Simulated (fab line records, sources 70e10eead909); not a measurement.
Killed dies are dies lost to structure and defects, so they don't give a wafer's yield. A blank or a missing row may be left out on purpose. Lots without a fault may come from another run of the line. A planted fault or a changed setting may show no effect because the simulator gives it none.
Chamber matching | flow nand_harc | NHARC_A_STAIRCASE_DEP_325 on pecvd-04: 3 sister chambers
The step deposits SiO2, target thk 3800 nm. 6 wafers are shown with their chamber, then 8 later ones without.

WAFERS WITH THEIR CHAMBER
wafer  | chamber | heater_power_w (W) | susceptor_temp_C (C)
L079.4 | 2       | 510                | 399.90
L084.5 | 1       | 622                | 400.20
L087.1 | 0       | 710                | 400.30
L087.5 | 1       | 614                | 400.13
L087.6 | 2       | 505                | 400.47
L088.1 | 0       | 788                | 400.09

WAFERS WITHOUT THEIR CHAMBER
wafer  | heater_power_w (W) | susceptor_temp_C (C)
L088.2 | 634                | 399.99
L088.4 | 503                | 400.24
L090.4 | 518                | 399.77
L090.5 | 629                | 399.68
L090.6 | 719                | 400.19
L096.1 | 573                | 400.04
L096.4 | 515                | 399.62
L096.6 | 701                | 399.64

WHICH CHAMBER EACH WENT THROUGH
wafer  | from the rows above     | in truth
L088.2 | 1                       | 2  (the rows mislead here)
L088.4 | 2                       | 2
L090.4 | can't be placed: 2 or 1 | 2
L090.5 | 1                       | 1
L090.6 | 0                       | 0
L096.1 | can't be placed: 1 or 2 | 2
L096.4 | can't be placed: 2 or 1 | 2
L096.6 | can't be placed: 0 or 1 | 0
Placed correctly: 3 of 8. Can't be placed from these rows: 4 (the true chamber is among the candidates in 4). Placed wrongly: 1.
How it was worked out, from the rows above alone: a wafer's distance from a chamber is the root of the sum, over the readings, of the square of ((its reading less the chamber's mean) divided by the reading's scatter). The wafer belongs to the nearest chamber; if the next one is less than 2 further off, it can't be placed. A chamber's mean is the mean of its shown wafers. The scatter: the root of (the sum of the squares of (reading less its chamber's mean) over the shown wafers, divided by (wafers less chambers)).
